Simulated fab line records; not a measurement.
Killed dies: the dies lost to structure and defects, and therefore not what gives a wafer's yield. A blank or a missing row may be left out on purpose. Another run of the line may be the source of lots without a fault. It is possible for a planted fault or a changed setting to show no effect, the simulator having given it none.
fab line records -- flow nand-harc
[record] lots = 14, wafers = 40, last-day = 34
route steps=1302 shown P_BONDPAD@364 A_ONON_D1@433 END@1302
lots untouched by any fault: they come from a run of this same line in which no faults occurred
start-h: start of the lot's first displayed wafer, in hours after the record's first day -- wait-h: time in hours since the lot's previous step -- " repeats the value in the row above -- L1.1+2: one row covering several wafers at once -- - no value, or no start given -- * or withheld: withheld -- < > ~ a bound
route shown NAME@n: names a module that has steps shown in the file, with the first one's number in the route -- usual: mean and standard deviation over wafers with no fault -- same: alike in all rows -- chamber/n: place in a boat -- sites: readings site by site -- _std_site: standard deviation of those values -- _edge_site: the outer-site mean with the inner-site mean subtracted -- radius-mm: how far each site lies from the wafer's centre -- mask NAME#n: copy n -- behind: tool/chamber where the wafer was last shaped -- hold: why the lot was held/for how many hours/how that ended -- device: names the non-switching transistor (n, p or np) -- end of line: tests run on the same wafers once the route is complete -- step lacking rows: just its recipe -- killed: count of dies lost to structure and defects at first sort (not the wafer's yield) -- map: the dies of a wafer, with x for killed, . for not killed, _ for no die there
set.NAME: the setting as run; set.NAME@STEP: as run at that earlier step -- model.NAME: the simulator's own value behind a step, which no gauge read
the route's steps for a sample of lots (tables are steps, rows are wafers)
services: the hour from which a tool's chamber was out of use, counted from the record's first day as start-h (under 0 if before that day), plus the number of hours and why
[[steps]]
[step NHARC_P_BONDPAD_CD_MEAS_09]
[recipe] target-cd-nm = 500, landing-energy-ev = 500
[usual] cd-nm = 498.7/1.8
lot.wafer,tool,chamber,start-h,wait-h,cd-nm
L343.2,cd-sem-03,0,157.64,-,501.2
L343.3,cd-sem-03,0,157.64,-,500.2
L343.5,cd-sem-03,0,157.64,-,498.9
L344.3,cd-sem-03,0,158.70,-,499.2
L344.4,cd-sem-03,0,158.70,-,496.9
L344.5,cd-sem-03,0,158.70,-,498.1
L345.4,cd-sem-01,0,176.71,-,503.1
L345.5,cd-sem-01,0,176.71,-,500.3
L345.6,cd-sem-01,0,176.71,-,499.4
L346.1,cd-sem-03,0,182.47,-,497.6
L346.2,cd-sem-03,0,182.47,-,498.4
L346.4,cd-sem-03,0,182.47,-,498.9
L349.2,cd-sem-01,0,213.25,-,499.9
L349.3,cd-sem-01,0,213.25,-,499.5
L349.4,cd-sem-01,0,213.25,-,499.0
L352.1,cd-sem-01,0,245.53,-,498.5
L352.6,cd-sem-01,0,245.53,-,499.7
L353.4,cd-sem-03,0,255.53,-,497.8
L353.6,cd-sem-03,0,255.53,-,498.4
L358.1,cd-sem-03,0,307.60,-,498.9
L358.3,cd-sem-03,0,307.60,-,497.1
L358.5,cd-sem-03,0,307.60,-,496.5
L359.1,cd-sem-01,0,309.38,-,499.3
L359.3,cd-sem-01,0,309.38,-,495.1
L359.5,cd-sem-01,0,309.38,-,496.3
L360.3,cd-sem-03,0,322.92,-,498.8
L360.4,cd-sem-03,0,322.92,-,499.2
L360.5,cd-sem-03,0,322.92,-,498.6
L362.4,cd-sem-03,0,339.20,-,500.0
L362.5,cd-sem-03,0,339.20,-,500.4
L362.6,cd-sem-03,0,339.20,-,500.0
L361.2,cd-sem-03,0,339.70,-,497.5
L361.3,cd-sem-03,0,339.70,-,496.9
L361.4,cd-sem-03,0,339.70,-,496.6
L363.1,cd-sem-01,0,352.20,-,500.0
L363.3,cd-sem-01,0,352.20,-,498.7
L363.6,cd-sem-01,0,352.20,-,500.2
L364.3,cd-sem-03,0,372.61,-,496.9
L364.4,cd-sem-03,0,372.61,-,497.5
L364.5,cd-sem-03,0,372.61,-,494.9
[step NHARC_P_BONDPAD_INSPECT_23]
[usual] raw-defect-count = 331/110
lot.wafer,tool,chamber,start-h,wait-h,raw-defect-count
L343.2,defect-inspect-01,-,160.44,0.0,391
L343.3,defect-inspect-01,-,160.44,0.0,453
L343.5,defect-inspect-01,-,160.44,0.0,403
L344.3,defect-inspect-01,-,161.52,0.0,323
L344.4,defect-inspect-01,-,161.52,0.0,265
L344.5,defect-inspect-01,-,161.52,0.0,235
L345.4,defect-inspect-01,-,179.90,0.0,368
L345.5,defect-inspect-01,-,179.90,0.0,304
L345.6,defect-inspect-01,-,179.90,0.0,491
L346.1,defect-inspect-02,-,185.33,0.0,387
L346.2,defect-inspect-02,-,185.33,0.0,231
L346.4,defect-inspect-02,-,185.33,0.0,210
L349.2,defect-inspect-02,-,216.17,0.0,410
L349.3,defect-inspect-02,-,216.17,0.0,291
L349.4,defect-inspect-02,-,216.17,0.0,395
L352.1,defect-inspect-01,-,248.30,0.0,328
L352.6,defect-inspect-01,-,248.30,0.0,229
L353.4,defect-inspect-01,-,258.31,0.0,196
L353.6,defect-inspect-01,-,258.31,0.0,283
L358.1,defect-inspect-01,-,310.39,0.0,279
L358.3,defect-inspect-01,-,310.39,0.0,389
L358.5,defect-inspect-01,-,310.39,0.0,471
L359.1,defect-inspect-01,-,312.15,0.0,352
L359.3,defect-inspect-01,-,312.15,0.0,251
L359.5,defect-inspect-01,-,312.15,0.0,181
L360.3,defect-inspect-02,-,325.68,0.0,265
L360.4,defect-inspect-02,-,325.68,0.0,186
L360.5,defect-inspect-02,-,325.68,0.0,201
L362.4,defect-inspect-01,-,341.98,0.0,606
L362.5,defect-inspect-01,-,341.98,0.0,328
L362.6,defect-inspect-01,-,341.98,0.0,565
L361.2,defect-inspect-01,-,342.58,0.0,266
L361.3,defect-inspect-01,-,342.58,0.0,401
L361.4,defect-inspect-01,-,342.58,0.0,369
L363.1,defect-inspect-02,-,355.00,0.0,231
L363.3,defect-inspect-02,-,355.00,0.0,381
L363.6,defect-inspect-02,-,355.00,0.0,375
L364.3,defect-inspect-02,-,375.70,0.0,654
L364.4,defect-inspect-02,-,375.70,0.0,481
L364.5,defect-inspect-02,-,375.70,0.0,379
[step NHARC_A_ONON_D1_THK_MEAS_14]
[recipe] thk-meas-gauge = ellipsometry
[usual] thk-nm = 1001/11
lot.wafer,tool,chamber,start-h,wait-h,thk-nm
L343.2,film-metro-01,-,186.99,-,1007
L343.3,film-metro-01,-,186.99,-,1009
L343.5,film-metro-01,-,186.99,-,1008
L344.3,film-metro-02,-,187.04,-,1014
L344.4,film-metro-02,-,187.04,-,1012
L344.5,film-metro-02,-,187.04,-,1016
L345.4,film-metro-02,-,205.77,-,1011
L345.5,film-metro-02,-,205.77,-,1010
L345.6,film-metro-02,-,205.77,-,1011
L346.1,film-metro-02,-,210.95,-,1012
L346.2,film-metro-02,-,210.95,-,1010
L346.4,film-metro-02,-,210.95,-,1010
L349.2,film-metro-02,-,242.68,-,999
L349.3,film-metro-02,-,242.68,-,999
L349.4,film-metro-02,-,242.68,-,999
L352.1,film-metro-02,-,274.59,-,1009
L352.6,film-metro-02,-,274.59,-,1010
L353.4,film-metro-02,-,286.44,-,983
L353.6,film-metro-02,-,286.44,-,982
L359.1,film-metro-02,-,336.11,-,999
L359.3,film-metro-02,-,336.11,-,999
L359.5,film-metro-02,-,336.11,-,998
L358.1,film-metro-01,-,336.15,-,984
L358.3,film-metro-01,-,336.15,-,984
L358.5,film-metro-01,-,336.15,-,982
L360.3,film-metro-01,-,351.19,-,1000
L360.4,film-metro-01,-,351.19,-,1000
L360.5,film-metro-01,-,351.19,-,999
L361.2,film-metro-01,-,367.98,-,1004
L361.3,film-metro-01,-,367.98,-,1004
L361.4,film-metro-01,-,367.98,-,1003
L362.4,film-metro-02,-,367.98,-,1002
L362.5,film-metro-02,-,367.98,-,1002
L362.6,film-metro-02,-,367.98,-,1001
L363.1,film-metro-01,-,382.73,-,978
L363.3,film-metro-01,-,382.73,-,979
L363.6,film-metro-01,-,382.73,-,980
L364.3,film-metro-02,-,402.84,-,1006
L364.4,film-metro-02,-,402.84,-,1008
L364.5,film-metro-02,-,402.84,-,1006
[step NHARC_A_ONON_D1_DEP_19]
[recipe] target-thk-a = 10000, n2-flow-sccm = 2750, n2o-flow-sccm = 2000, nh3-flow-sccm = 500, sih4-flow-sccm = 210, temp-c = 400
lot.wafer,tool,chamber,start-h,wait-h
L343.2+3+5,pecvd-onon-01,0,195.03,0.2
L344.3+4+5,pecvd-onon-01,0,195.44,0.3
L346.1+2+4,pecvd-onon-04,0,215.57,0.1
L345.4+5+6,pecvd-onon-03,0,215.74,0.2
L349.2+3+4,pecvd-onon-04,0,250.82,0.1
L352.1+6,pecvd-onon-04,0,282.47,0.1
L353.4+6,pecvd-onon-04,0,295.25,0.2
L359.1+3+5,pecvd-onon-03,0,344.53,0.1
L358.1+3+5,pecvd-onon-01,0,344.56,0.1
L360.3+4+5,pecvd-onon-03,0,359.19,0.2
L361.2+3+4,pecvd-onon-01,0,376.34,0.1
L362.4+5+6,pecvd-onon-04,0,376.45,0.2
L363.1+3+6,pecvd-onon-04,0,390.42,0.1
L364.3+4+5,pecvd-onon-04,0,410.84,0.2
[step NHARC_A_ONON_D1_THK_MEAS_21]
[recipe] thk-meas-gauge = ellipsometry
[usual] thk-nm = 1000/9.8
lot.wafer,tool,chamber,start-h,wait-h,thk-nm
L343.2,film-metro-01,-,195.49,-,996
L343.3,film-metro-01,-,195.49,-,1000
L343.5,film-metro-01,-,195.49,-,999
L344.3,film-metro-02,-,195.84,-,1018
L344.4,film-metro-02,-,195.84,-,1017
L344.5,film-metro-02,-,195.84,-,1017
L346.1,film-metro-02,-,216.08,-,1001
L346.2,film-metro-02,-,216.08,-,1003
L346.4,film-metro-02,-,216.08,-,1004
L345.4,film-metro-01,-,216.08,-,1003
L345.5,film-metro-01,-,216.08,-,1000
L345.6,film-metro-01,-,216.08,-,1001
L349.2,film-metro-01,-,251.27,-,1006
L349.3,film-metro-01,-,251.27,-,1006
L349.4,film-metro-01,-,251.27,-,1005
L352.1,film-metro-01,-,282.98,-,868
L352.6,film-metro-01,-,282.98,-,981
L353.4,film-metro-02,-,295.61,-,893
L353.6,film-metro-02,-,295.61,-,1004
L359.1,film-metro-01,-,345.04,-,1004
L359.3,film-metro-01,-,345.04,-,1003
L359.5,film-metro-01,-,345.04,-,1003
L358.1,film-metro-02,-,345.07,-,1013
L358.3,film-metro-02,-,345.07,-,1013
L358.5,film-metro-02,-,345.07,-,1012
L360.3,film-metro-01,-,359.58,-,1011
L360.4,film-metro-01,-,359.58,-,1013
L360.5,film-metro-01,-,359.58,-,1013
L362.4,film-metro-01,-,376.78,-,1009
L362.5,film-metro-01,-,376.78,-,1009
L362.6,film-metro-01,-,376.78,-,1012
L361.2,film-metro-01,-,376.79,-,987
L361.3,film-metro-01,-,376.79,-,990
L361.4,film-metro-01,-,376.79,-,988
L363.1,film-metro-02,-,390.92,-,1000
L363.3,film-metro-02,-,390.92,-,1002
L363.6,film-metro-02,-,390.92,-,999
L364.3,film-metro-01,-,411.23,-,1009
L364.4,film-metro-01,-,411.23,-,1009
L364.5,film-metro-01,-,411.23,-,1011
[step NHARC_END_SORT_01]
[recipe] temp-c = 25
[usual] killed-at-array = 53/18, killed-at-other = 1.0/1.2, killed-at-periphery = 3.6/2.4, killed-dies = 58/18, killed-open = 3.4/1.8, killed-short = 2.3/1.5
[same] gross-dies = 677
lot.wafer,tool,chamber,start-h,wait-h,killed-at-array,killed-at-other,killed-at-periphery,killed-dies,killed-open,killed-short
L352.1,prober-02,0,675.98,2.5,676,0,1,677,3,1
L352.6,prober-02,0,679.96,4.0,68,0,3,71,6,2
L353.4,prober-01,0,684.11,3.4,677,0,0,677,3,3
L353.6,prober-01,0,685.71,4.0,40,0,1,41,2,2
// killed by level:class
L352.1 A_ONON_D1:area-dep=608 A_CHANNEL_HOLE_D1:chamber-film-flake=31 A_SLIT:chamber-film-flake=21 A_CONTACT:chamber-film-flake=9 A_CHANNEL_FILL_D1:geometric-particle:open=1 A_WL_FILL:geometric-particle:short=1 A_BLC:geometric-particle:open=1 A_M1:geometric-particle:open=1
L352.6 A_CHANNEL_HOLE_D1:chamber-film-flake=34 A_SLIT:chamber-film-flake=22 A_ONON_D1:geometric-particle:open=2 A_STAIRCASE:chamber-film-flake=2 P_GATE:geometric-particle:short=1 A_DECK1_JOINT:geometric-particle:short=1 A_SGD_CUT:geometric-particle:open=1 A_WL_FILL:geometric-particle:open=1
L353.4 A_ONON_D1:area-dep=640 A_SLIT:chamber-film-flake=19 A_CHANNEL_HOLE_D1:chamber-film-flake=5 A_STAIRCASE:chamber-film-flake=3 A_CONTACT:chamber-film-flake=2 A_CHANNEL_FILL_D1:geometric-particle:open=1 A_CHANNEL_HOLE_D2:geometric-particle:short=1 A_SGD_CUT:geometric-particle:short=1
L353.6 A_SLIT:chamber-film-flake=23 A_CHANNEL_HOLE_D1:chamber-film-flake=8 A_WL_FILL:geometric-particle:open=2 A_CONTACT:chamber-film-flake=2 P_GATE:geometric-particle:short=1 A_DECK1_JOINT:geometric-particle:short=1 A_ZERO_WELL:chamber-film-flake=1 A_STAIRCASE:chamber-film-flake=1
[[services]]
tool,chamber,start-h,hours,kind
pecvd-onon-03,-,190.23,11.4,repair
pecvd-onon-03,-,227.00,13.0,pm
pecvd-onon-01,-,269.52,13.0,pm
pecvd-onon-04,-,311.10,13.0,pm
pecvd-onon-03,-,408.00,13.0,pm
[[key]]
[first-sign] step = NHARC_A_ONON_D1_THK_MEAS_21, reading = thk-nm, direction = down, sigmas = 12, usual = 1000, struck = 881
[effect] step = NHARC_END_SORT_01, reading = killed-at-array, direction = up, sigmas = 35, usual = 53, struck = 676
[more-kills-born-at] NHARC_A_ONON_D1_DEP_19@pecvd-onon-04 = 1248
met-at NHARC_A_ONON_D1_DEP_19
struck-lots L352,L353
struck-wafers L352.1,L353.4
later-rows-left-out L352.1,L353.4
tester-left-out L352,L353
not-acting-at NHARC_P_BONDPAD_CD_MEAS_09,NHARC_P_BONDPAD_INSPECT_23,NHARC_A_ONON_D1_THK_MEAS_14
onset-between 250.82 282.47
[fault] kind = process-parameter-drift, tool = pecvd-onon-04, chamber = -, onset-h = 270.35, steps = NHARC_A_ONON_D1_DEP_19, channel = target-thk-a, offset = *, shape = step, end-h = 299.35, scope = struck-wafers-only, acts-in = *, stated = *
// tester-left-out: of these lots the tester's yield and bins aren't shown, on N5 and GAA mostly nor the transistor test; their killed dies are dies lost to structure and defects alone, not to doping, threshold or leakage, so they don't give the yield
// later-rows-left-out: the simulator's readings of these wafers behind a module that went badly wrong aren't trusted and aren't shown, but for the sort
